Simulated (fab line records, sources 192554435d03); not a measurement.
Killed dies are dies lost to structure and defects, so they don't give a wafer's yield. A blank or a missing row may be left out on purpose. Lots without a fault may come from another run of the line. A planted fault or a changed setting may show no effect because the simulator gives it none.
A struck lot beside a sound one | flow n5_finfet | 15 steps out of a route of 1938
Sound: wafers L555.1, L555.2, L555.3. Struck: wafers L567.2, L567.3. (L567.4 of the same lot was not struck and is left out.) The cause comes at the end.
At each step with rows: each side's tool, then ch and its chambers, then its first start. Under that, the readings that differ: sound wafers | struck wafers | difference of the means | sigmas: that difference in standard deviations of wafers without a fault.
alike: readings whose means differ by less than 2 such deviations, and words and numbers that are the same on both sides. not compared: withheld readings, readings that some wafer has no value for, bounds like >300 that may hide the same value, and numbers for which the record gives no deviation and whose values overlap.
The two part at a step that has a row with sigmas, a row that says differs or no value, or rows on one side only. Numbers that don't overlap but have no deviation are shown without sigmas and don't part them. A reading that every wafer of one side lacks parts them only if that side has two wafers or more.

first, 6 steps without rows for these wafers: N5_MOL_CONTACT_COAG_COAT_34 (resist thk 40 nm); N5_MOL_CONTACT_COAG_EBR_36; N5_MOL_CONTACT_COAG_SOFTBAKE_35 (time 60 s); N5_MOL_CONTACT_COAG_EXPOSE_37 (exposes mask VD, defocus 0 nm); N5_MOL_CONTACT_COAG_PEB_38 (peb time 60 s); N5_MOL_CONTACT_COAG_DEVELOP_39 (develop time 30 s).
N5_MOL_CONTACT_COAG_CD_MEAS_40: target cd 25.1 nm.
  sound on cd_sem-01 ch 0, day 5 15:49; struck on cd_sem-02 ch 0, day 8 09:07
  alike: cd_nm
N5_MOL_CONTACT_COAG_OVL_MEAS_41:
  sound on overlay-02 ch 0, day 5 15:50; struck on overlay-02 ch 0, day 8 09:09
  alike: VD_OVL
N5_MOL_CONTACT_COAG_INSPECT_42: inspects for defects (brightfield).
  sound on defect_inspect-01, day 5 15:53; struck on defect_inspect-02, day 8 09:13
  alike: raw_defect_count
N5_MOL_CONTACT_COAG_DESCUM_45: chemistry O2, time 7 s.
  sound on rie_diel-05 ch 1,2,3, day 5 15:56; struck on rie_diel-05 ch 0,3, day 8 09:14
  alike: drypump_motor_current_A, oes_product_au, rf_vpp_V, showerhead_plenum_p_Torr, throttle_valve_pct
  not compared: rf_hours_counter_h
N5_MOL_CONTACT_COAG_ETCH_65: etches underlayer in N2/H2, target depth 13 nm, time 10.4 s.
  sound on rie_diel-05 ch 1,2,3, day 5 15:58; struck on rie_diel-05 ch 0,3, day 8 09:16
  alike: drypump_motor_current_A, etch_rf_on_time_s, oes_product_au, rf_vpp_V, showerhead_plenum_p_Torr, throttle_valve_pct
  not compared: rf_hours_counter_h
N5_MOL_CONTACT_COAG_ETCH_66: etches SiARC in CF4, target depth 13 nm, time 21.7 s.
  sound on rie_diel-05 ch 1,2,3, day 5 15:59; struck on rie_diel-05 ch 0,3, day 8 09:17
  alike: drypump_motor_current_A, etch_rf_on_time_s, oes_product_au, rf_vpp_V, showerhead_plenum_p_Torr, throttle_valve_pct
  not compared: rf_hours_counter_h
N5_MOL_CONTACT_COAG_ALD_133: deposits SiO2, target thk 5 nm, pulse time 1 s, co reactant pulse time 1 s.
  sound on ald_sin-03 ch 0,2,3, day 5 16:04; struck on ald_sin-04 ch 0,2, day 8 09:22
  reading    | sound    | struck | difference | sigmas
  ald_cycles | 35 35 35 | 34 34  | -1         |
  alike: heater_power_w, precursor_pulse_height_rel
N5_MOL_CONTACT_COAG_ETCHBACK_134: etches SiO2 in CHF3, target depth 10 nm, time 6.7 s.
  sound on rie_diel-05 ch 0,1,3, day 5 16:17; struck on rie_diel-02 ch 0,2, day 8 09:33
  alike: drypump_motor_current_A, oes_product_au, rf_vpp_V, showerhead_plenum_p_Torr, throttle_valve_pct
  not compared: rf_hours_counter_h
-- the record jumps here: 7 days lie between the struck wafers' starts before and after (it left off in module MOL_CONTACT_COAG and takes up again in module PASSIVATION, whose first step shown is number 1936 of the route) --
N5_PASSIVATION_PROBE_49:
  sound on prober-02, day 12 11:56; struck on prober-01, day 15 19:11
  alike: killed_at_M0_to_M3, killed_at_M4_up, killed_at_contacts, killed_at_front_end, killed_at_other, killed_dies, killed_open, killed_short

WHERE THEY PART
Nowhere in this record.

WHY: what the simulator had put in
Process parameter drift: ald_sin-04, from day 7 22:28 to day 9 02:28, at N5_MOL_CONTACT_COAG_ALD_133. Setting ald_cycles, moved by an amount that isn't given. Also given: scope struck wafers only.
